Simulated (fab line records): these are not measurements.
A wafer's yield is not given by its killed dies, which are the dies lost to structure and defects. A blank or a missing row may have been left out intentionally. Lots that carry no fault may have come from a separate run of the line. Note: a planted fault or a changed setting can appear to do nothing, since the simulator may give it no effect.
Matching of chambers ; flow nandHarc ; NHARC_P_STI_ETCH_42 on rieDiel-03: 4 sister chambers
The step etches the open film in N2/H2, target depth 80 nm, overetch 24 nm, time 61 s. 18 wafers are shown with their chamber, then 9 later ones without.

== EACH WAFER AND ITS CHAMBER ==
wafer;chamber;drypumpMotorCurrentA (A);rfVppV (V);throttleValvePct (%)
L077.2;2;5.3;431.5;14.182
L077.3;0;6.2;432.3;14.179
L077.4;1;6.2;431.0;14.171
L078.1;1;6.2;430.9;14.165
L078.2;2;5.3;430.0;14.168
L078.3;3;6.3;433.4;14.163
L079.2;3;6.4;432.5;14.166
L079.3;1;6.2;432.4;14.173
L079.4;2;5.3;430.3;14.190
L083.2;3;6.3;431.5;14.157
L083.3;0;6.2;432.9;14.176
L083.4;1;6.2;430.8;14.170
L088.4;0;6.2;433.1;14.165
L088.5;1;6.2;429.8;14.171
L088.6;2;5.3;429.7;14.167
L091.2;3;6.3;433.3;14.149
L091.5;2;5.3;430.4;14.168
L091.6;3;6.3;432.7;14.160

SIGNATURES (averages over the wafers above)
reading;chamber 0;chamber 1;chamber 2;chamber 3;scatter within a chamber
drypumpMotorCurrentA;6.200;6.200;5.300;6.320;0.0239
rfVppV;432.767;430.980;430.380;432.680;0.755
throttleValvePct;14.17333;14.17000;14.17500;14.15900;0.00732
Rule: distance of a wafer from a chamber = root of the sum over the readings of ((wafer's reading minus chamber's mean) / reading's scatter) squared. The wafer belongs to the nearest chamber; if the next one is less than 2 further off, it can't be placed. How the scatter is found: for the shown wafers, subtract from each reading the mean of its chamber, square and add these, divide the total by (wafers less chambers), then take the root.

== WAFERS WHOSE CHAMBER IS MISSING ==
wafer;drypumpMotorCurrentA (A);rfVppV (V);throttleValvePct (%)
L092.1;6.3;432.7;14.165
L092.2;6.2;430.2;14.173
L092.4;6.2;431.6;14.173
L093.3;5.3;429.9;14.167
L093.5;5.3;432.3;14.162
L093.6;6.2;430.6;14.155
L097.1;6.2;431.8;14.175
L097.2;6.3;432.5;14.161
L097.4;6.2;431.6;14.177

== WHICH CHAMBER EACH WENT THROUGH ==
wafer;from the rows above;in truth
L092.1;3;3
L092.2;1;1
L092.4;can't be placed: 1 or 0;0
L093.3;2;2
L093.5;2;2
L093.6;can't be placed: 1 or 0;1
L097.1;can't be placed: 1 or 0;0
L097.2;3;3
L097.4;can't be placed: 1 or 0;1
Placed correctly: 5 of 9. Unplaceable from these rows: 4, with the true chamber sitting among the candidates in 4. Placed wrongly: 0.
